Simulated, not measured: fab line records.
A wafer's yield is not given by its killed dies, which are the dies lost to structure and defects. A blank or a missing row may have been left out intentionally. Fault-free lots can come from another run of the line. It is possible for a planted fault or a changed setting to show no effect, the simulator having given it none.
What tool caused it? ; flow nandHarc ; 33 wafers from 11 lots sampled at 4 of the route's 1159 steps

WHAT THE GAUGES READ, wafer by wafer
NHARC_P_M0_INSPECT_27. Usual: rawDefectCount reads 310 (standard deviation 120).
lot;measured;on;rawDefectCount;flag
L884;day 5 15:15;defectInspect-01;284 253 369;
L885;day 6 08:29;defectInspect-02;238 286 246;
L888;day 7 00:48;defectInspect-02;345 301 318;
L887;day 7 01:17;defectInspect-02;204 120 200;
L889;day 7 06:50;defectInspect-02;355 245 349;
L893;day 8 03:28;defectInspect-02;289 436 539;
L895;day 9 00:53;defectInspect-02;331 238 262;
L897;day 9 10:42;defectInspect-02;300 594 344;
L903;day 10 12:35;defectInspect-02;218 199 392;
L904;day 10 13:23;defectInspect-01;267 207 207;
L907;day 11 12:39;defectInspect-01;216 453 225;

NHARC_P_M1_CD_MEAS_09: target cd 130 nm. Usual: cdNm reads 129.8 nm (standard deviation 0.48).
lot;measured;on;cdNm (nm);flag
L884;day 5 16:47;cdSem-03;129.3 129.8 129.2;
L885;day 6 09:45;cdSem-01;130.1 130.0 130.3;
L888;day 7 02:13;cdSem-02;128.9 129.2 129.1;
L887;day 7 02:41;cdSem-02;128.7 129.1 129.8;
L889;day 7 08:12;cdSem-03;130.2 129.4 129.9;
L893;day 8 04:55;cdSem-02;129.8 129.4 130.2;
L895;day 9 02:35;cdSem-01;129.2 142.2 129.8;OFF
L897;day 9 12:52;cdSem-03;130.6 142.4 130.4;OFF
L903;day 10 13:59;cdSem-03;130.0 129.6 129.9;
L904;day 10 14:40;cdSem-02;129.5 130.1 129.8;
L907;day 11 13:55;cdSem-03;129.6 129.4 130.3;

EACH LOT AND THE TOOL THAT RAN IT (in order: tool; ch and the chambers of the sampled wafers; start)
lot;NHARC_P_M0_PVD_21;NHARC_P_M1_EXPOSE_06
L884;pvdSputter-02, day 5 15:15 or earlier;arfiScanner-03 ch 0, day 5 16:39
L885;pvdSputter-01, day 6 08:29 or earlier;arfiScanner-03 ch 0, day 6 09:37
L888;pvdSputter-01, day 7 00:48 or earlier;arfiScanner-03 ch 0, day 7 02:04
L887;pvdSputter-03, day 7 01:17 or earlier;arfiScanner-01 ch 0, day 7 02:32
L889;pvdSputter-01, day 7 06:50 or earlier;arfiScanner-02 ch 0, day 7 08:04
L893;pvdSputter-02, day 8 03:28 or earlier;arfiScanner-02 ch 0, day 8 04:46
L895;pvdSputter-01, day 9 00:53 or earlier;arfiScanner-02 ch 0, day 9 02:27
L897;pvdSputter-03, day 9 10:42 or earlier;arfiScanner-02 ch 0, day 9 12:44
L903;pvdSputter-03, day 10 12:35 or earlier;arfiScanner-03 ch 0, day 10 13:51
L904;pvdSputter-03, day 10 13:23 or earlier;arfiScanner-03 ch 0, day 10 14:31
L907;pvdSputter-01, day 11 12:39 or earlier;arfiScanner-02 ch 0, day 11 13:46
- NHARC_P_M0_PVD_21: deposits Cu, target thk 30 nm, time 20.49 s.
- NHARC_P_M1_EXPOSE_06: exposes mask P M1, target cd 130 nm.

AS READ BY THE TOOLS THEMSELVES (means over the sampled wafers that have a number; for cases with no such wafer, the mark the record gives instead)
NHARC_P_M0_PVD_21. Usual: throttleValvePct reads 30.4 % (standard deviation 1.2).
lot;tool;throttleValvePct (%);flag
L884;pvdSputter-02;30.1;
L885;pvdSputter-01;31.7;
L888;pvdSputter-01;29.1;
L887;pvdSputter-03;30.7;
L889;pvdSputter-01;30.9;
L893;pvdSputter-02;30.6;
L895;pvdSputter-01;31.4;
L897;pvdSputter-03;30.2;
L903;pvdSputter-03;30.5;
L904;pvdSputter-03;30.3;
L907;pvdSputter-01;29.9;

NHARC_P_M1_EXPOSE_06. Usual: focusOffsetNm 0.1 nm, standard deviation 0.51; stageVelMmS 499.99 mm/s, standard deviation 0.24.
lot;tool;focusOffsetNm (nm);stageVelMmS (mm/s);flag
L884;arfiScanner-03;-0.6;499.83;
L885;arfiScanner-03;0.0;500.54;
L888;arfiScanner-03;-0.2;500.02;
L887;arfiScanner-01;0.3;499.90;
L889;arfiScanner-02;0.4;499.90;
L893;arfiScanner-02;-0.7;499.92;
L895;arfiScanner-02;0.4;500.29;
L897;arfiScanner-02;0.3;500.09;
L903;arfiScanner-03;0.1;499.95;
L904;arfiScanner-03;0.4;499.96;
L907;arfiScanner-02;0.3;499.98;

THE ANSWER, worked out from the rows above alone
Rule: take the mean of a lot's wafers that have a number; if it is more than 3 standard deviations from the usual mean, the lot is off. Also off: a lot with no number at a reading for which 4 or more lots have one. Any other lot the step has rows for is counted as sound. First the gauges in route order, then the tools' own readings, where a lot's mean is used as printed above. At the first step where some lot is off, the reading lying furthest off is the one used; lots without a number count as furthest.
Off: L895, L897, at NHARC_P_M1_CD_MEAS_09 (cdNm).
A tool fits if, at a process step before that reading, it ran every lot that is off, and no sound lot after the first of them. Gauges at NHARC_P_M1_CD_MEAS_09: tried the same way as those tools. Because NHARC_P_M0_PVD_21 lacks a start for some lots, the hours and order of its lots are taken from NHARC_P_M0_INSPECT_27. No candidate that was tried fits.

WHAT THE SIMULATOR HAD INSERTED
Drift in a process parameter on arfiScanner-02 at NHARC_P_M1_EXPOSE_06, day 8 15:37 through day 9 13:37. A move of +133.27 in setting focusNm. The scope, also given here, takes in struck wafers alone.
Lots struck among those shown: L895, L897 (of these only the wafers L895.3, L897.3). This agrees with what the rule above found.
